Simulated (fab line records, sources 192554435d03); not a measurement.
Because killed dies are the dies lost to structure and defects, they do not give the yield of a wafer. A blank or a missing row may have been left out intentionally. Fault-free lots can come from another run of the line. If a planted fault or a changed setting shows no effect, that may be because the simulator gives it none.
Split-lot experiment -- flow n5_finfet -- on a route of 1938 steps: 7 lots, 21 wafers read

## ON THE SPLIT
At N5_PMOS_HMC_CHANNEL_EPI_PEB_07 (peb time 60 s), the setting peb_temp_c was moved away from the recipe's 110 C on 9 of the 21 wafers read, by -3.4% to +3.3%. All remaining wafers had this setting at the recipe value.

## FROM SPLIT TO READING: 1 step shown by the file between the two
- N5_PMOS_HMC_CHANNEL_EPI_DEVELOP_08: develop time 30 s

## THE READING
cd_nm (nm) at N5_PMOS_HMC_CHANNEL_EPI_CD_MEAS_09, where the cd target is 237.4 nm. A value of 238.1 nm with a standard deviation of 1.3 nm is what fault-free wafers of this fab line usually give.

wafer,"tool, chamber at the split","peb_temp_c as run, C",against the recipe,"cd_nm, nm",against lot-mates on the recipe
L074.2,"litho_track-04, 0",110,recipe,236.3,-
L074.4,"litho_track-04, 0",110,recipe,236.4,-
L074.6,"litho_track-04, 0",113.6,+3.3%,245.5,+9.1
L075.1,"litho_track-05, 0",106.3,-3.4%,225.2,-11.8
L075.4,"litho_track-05, 0",110,recipe,237.8,-
L075.5,"litho_track-05, 0",110,recipe,236.1,-
L078.1,"litho_track-05, 0",110,recipe,238.3,-
L078.3,"litho_track-05, 0",113.3,+3.0%,247.8,+9.2
L078.6,"litho_track-05, 0",110,recipe,238.9,-
L089.1,"litho_track-04, 0",110,recipe,237.5,-
L089.3,"litho_track-04, 0",110,recipe,236.2,-
L089.4,"litho_track-04, 0",110,recipe,237.3,-
L090.4,"litho_track-02, 0",112.8,+2.5%,246.0,+6.8
L090.5,"litho_track-02, 0",112.8,+2.5%,246.9,+7.7
L090.6,"litho_track-02, 0",110,recipe,239.2,-
L091.2,"litho_track-02, 0",112.6,+2.4%,247.3,+8.2
L091.3,"litho_track-02, 0",110,recipe,239.1,-
L091.4,"litho_track-02, 0",112.6,+2.4%,245.2,+6.1
L096.1,"litho_track-02, 0",106.9,-2.8%,227.9,-8.9
L096.3,"litho_track-02, 0",110,recipe,236.8,-
L096.5,"litho_track-02, 0",106.9,-2.8%,227.7,-9.1

THE FIT
A straight line over all 21 wafers: cd_nm changes by +3.39 nm for each +1% of peb_temp_c; r = +0.98; the points scatter about the line by 1.2 nm.
The same after taking each lot's own level away (the mean of its wafers on the recipe; 21 wafers): +3.1 nm for each +1%; r = +0.99; scatter 0.65 nm.
Per that fit: largest peb_temp_c move, reading shift of 10 nm.
Measured against the standard deviation above, the lots' own levels, which go from 236.35 to 239.20 nm, span 2.2 times it.
The two slopes agree, so the slope changes little with the lot-to-lot level.
Check: for one of the wafers moved furthest among these (-3.4%), held out of the fit, the line's prediction against its lot-mates is -10.3 nm. It came out at -11.8 nm against them.

## FURTHER SPLITS ON THESE WAFERS
Note: prior to the reading, these wafers also went through further splits. Each is held against what the fit with the lots' levels taken away leaves over:
other split on the same wafers,wafers away from the commonest value,r with cd_nm (lot level and that fit taken away)
N5_ZERO_LAYER_COAT_05 spin_rpm,10,-0.14
N5_ZERO_LAYER_DEVELOP_10 develop_time_s,6,-0.14

## THE WHOLE CHAIN: every reading that the file lists as answering this split, in the file's order
step,what it does,reading,change (the file's fit),r (the file's)
N5_PMOS_HMC_CHANNEL_EPI_CD_MEAS_09,target cd 237.4 nm,cd_nm,+3.1 nm for each +1% of the setting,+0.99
N5_PMOS_HMC_CHANNEL_EPI_DESCUM_14,"chemistry O2, time 7.9 s","PMOS_HMC_CHANNEL_EPI.cd_nm (the simulator's own value, which no gauge read)",+3.1 nm for each +1% of the setting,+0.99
N5_PMOS_HMC_CHANNEL_EPI_HM_OPEN_15,"chemistry CHF3/O2, target SiO2, target depth 40.6 nm, time 20.3 s","PMOS_HMC_CHANNEL_EPI.cd_nm (the simulator's own value, which no gauge read)",+3.05 nm for each +1% of the setting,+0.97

## THE FILE'S OWN FIT
cd_nm changes by +3.1 nm for each +1% of peb_temp_c, r = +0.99.
